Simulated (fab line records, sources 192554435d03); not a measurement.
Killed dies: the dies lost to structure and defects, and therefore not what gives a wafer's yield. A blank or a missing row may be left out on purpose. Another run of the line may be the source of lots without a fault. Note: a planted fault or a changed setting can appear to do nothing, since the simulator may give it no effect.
Matching of chambers -- flow n5-finfet -- N5_SPACER0_ALD_08 on ald-sin-04: 4 sister chambers
The step deposits SiNx, target thk 2 nm. 14 wafers are shown with their chamber, then 7 later ones without.

== EACH WAFER AND ITS CHAMBER ==
wafer,chamber,heater-power-w (W)
L800.2,1,929
L800.3,0,825
L800.6,3,700
L802.2,3,678
L802.3,0,819
L802.5,3,703
L805.2,2,871
L805.3,1,915
L805.4,0,816
L806.3,1,932
L806.4,3,695
L806.6,2,885
L807.1,0,838
L807.5,2,866

SIGNATURES (averages over the wafers above)
reading,chamber 0,chamber 1,chamber 2,chamber 3,scatter within a chamber
heater-power-w,824.50,925.33,874.00,694.00,10.1
Rule: for a wafer and a chamber, the distance is found by dividing, reading by reading, the gap between the wafer's reading and the chamber's mean by the reading's scatter, squaring, summing and taking the root. The wafer belongs to the nearest chamber; if the next one is less than 2 further off, it can't be placed. The scatter: take each reading less its chamber's mean, square it, sum over the shown wafers, divide by the number of wafers less the number of chambers, and take the root.

== WAFERS WITH NO CHAMBER GIVEN ==
wafer,heater-power-w (W)
L807.6,726
L811.1,944
L811.5,880
L811.6,960
L819.2,945
L819.3,701
L819.4,833

== EACH ONE'S CHAMBER ==
wafer,from the rows above,in truth
L807.6,3,3
L811.1,1,1
L811.5,2,2
L811.6,1,1
L819.2,1,1
L819.3,3,3
L819.4,0,0
Placed correctly: 7 of 7. Left unplaced by these rows: 0. Placed wrongly: 0.
